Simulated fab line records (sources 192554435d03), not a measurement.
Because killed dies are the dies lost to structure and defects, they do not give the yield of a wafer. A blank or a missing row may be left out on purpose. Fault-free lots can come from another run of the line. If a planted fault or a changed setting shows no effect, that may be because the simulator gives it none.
The tool behind it: which one? | flow n5Finfet | Sampling: 10 lots, 28 wafers, 5 of 1938 route steps

WHAT THE GAUGES READ, wafer by wafer
N5_BEOL_M4_RC_MEAS_101.
lot  | measured     | on        | DIBL_N (mV/V)
L238 | day 7 14:05  | prober-01 | 36.3 35.6 36.4
L240 | day 9 02:45  | prober-01 | 35.1 34.0 35.6
L241 | day 8 06:36  | prober-02 | 37.0 35.4 34.7
L242 | day 8 20:59  | prober-01 | 36.0 36.0 36.9
L245 | day 10 09:23 | prober-02 | 34.4 36.3 35.7
L248 | day 10 14:59 | prober-01 | 37.1 36.1
L249 | day 10 17:22 | prober-02 | 38.5 36.8
L254 | day 12 05:11 | prober-02 | 36.0 34.2 35.2
L260 | day 13 14:47 | prober-02 | 38.4 39.1 37.7
L261 | day 13 19:11 | prober-02 | 36.3 36.1 38.6

EACH LOT AND THE TOOL THAT RAN IT (in order: tool; ch and the chambers of the sampled wafers; start)
lot  | N5_MOL_CONTACT_COAG_TI_SIL_19 | N5_MOL_CONTACT_COAG_ALD_20         | N5_MOL_CONTACT_COAG_SPUTTER_143 | N5_MOL_CONTACT_COAG_PRE_CLEAN_142
L238 | pvdSputter-03, day 4 17:28    | aldMetal-02 ch 0,2,3, day 4 17:35  | pvdSputter-01, day 4 18:27      | pvdSputter-01, day 4 21:16
L240 | pvdSputter-03, day 5 09:19    | aldMetal-04 ch 1,2, day 5 09:26    | pvdSputter-01, day 5 11:26      | pvdSputter-01, day 5 14:33
L241 | pvdSputter-01, day 5 11:11    | aldMetal-02 ch 0,1,3, day 5 11:19  | pvdSputter-01, day 5 12:07      | pvdSputter-03, day 5 14:39
L242 | pvdSputter-01, day 5 18:05    | aldMetal-02 ch 0,2,3, day 5 18:13  | pvdSputter-02, day 5 19:02      | pvdSputter-03, day 5 22:07
L245 | pvdSputter-03, day 7 01:16    | aldMetal-04 ch 0,2, day 7 01:23    | pvdSputter-01, day 7 02:02      | pvdSputter-02, day 7 06:08
L248 | pvdSputter-02, day 7 06:51    | aldMetal-02 ch 0,2, day 7 06:58    | pvdSputter-02, day 7 09:20      | pvdSputter-02, day 7 12:45
L249 | pvdSputter-01, day 7 17:18    | aldMetal-02 ch 1,3, day 7 17:26    | pvdSputter-03, day 7 18:36      | pvdSputter-01, day 7 22:02
L254 | pvdSputter-02, day 9 07:04    | aldMetal-04 ch 0,1,3, day 9 07:16  | pvdSputter-03, day 9 08:14      | pvdSputter-01, day 9 11:28
L260 | pvdSputter-02, day 10 11:33   | aldMetal-03 ch 1,2,3, day 10 11:41 | pvdSputter-03, day 10 13:26     | pvdSputter-02, day 10 16:31
L261 | pvdSputter-02, day 10 16:40   | aldMetal-03 ch 0,2,3, day 10 16:47 | pvdSputter-02, day 10 17:34     | pvdSputter-01, day 10 20:23
- N5_MOL_CONTACT_COAG_TI_SIL_19: material Ti, target thk 4.2 nm, time 15 s.
- N5_MOL_CONTACT_COAG_ALD_20: deposits TiN, target thk 1.5 nm, pulse time 1 s, purge time 3 s.
- N5_MOL_CONTACT_COAG_SPUTTER_143: material Co, target thk 2.5 nm.
- N5_MOL_CONTACT_COAG_PRE_CLEAN_142: time 60 s.

THE ANSWER, worked out from the rows above alone
Rule: what is usual is taken from the lots themselves. The widest of any qualifying gaps counts: lots, ordered by their means at a reading, are off when they make up no more than a third of the lots, leave a main group of 4 or more, and stand apart from it by 3 or more times the standard deviation of that group's means. A main group is skipped when, at the precision printed for the reading in the tables above, its means are all equal. Also off: a lot with no number at a reading for which 4 or more lots have one. Any other lot the step has rows for is counted as sound.
Across all readings shown, no lot is off: no conclusion can be drawn from this.

WHAT THE SIMULATOR HAD PUT IN
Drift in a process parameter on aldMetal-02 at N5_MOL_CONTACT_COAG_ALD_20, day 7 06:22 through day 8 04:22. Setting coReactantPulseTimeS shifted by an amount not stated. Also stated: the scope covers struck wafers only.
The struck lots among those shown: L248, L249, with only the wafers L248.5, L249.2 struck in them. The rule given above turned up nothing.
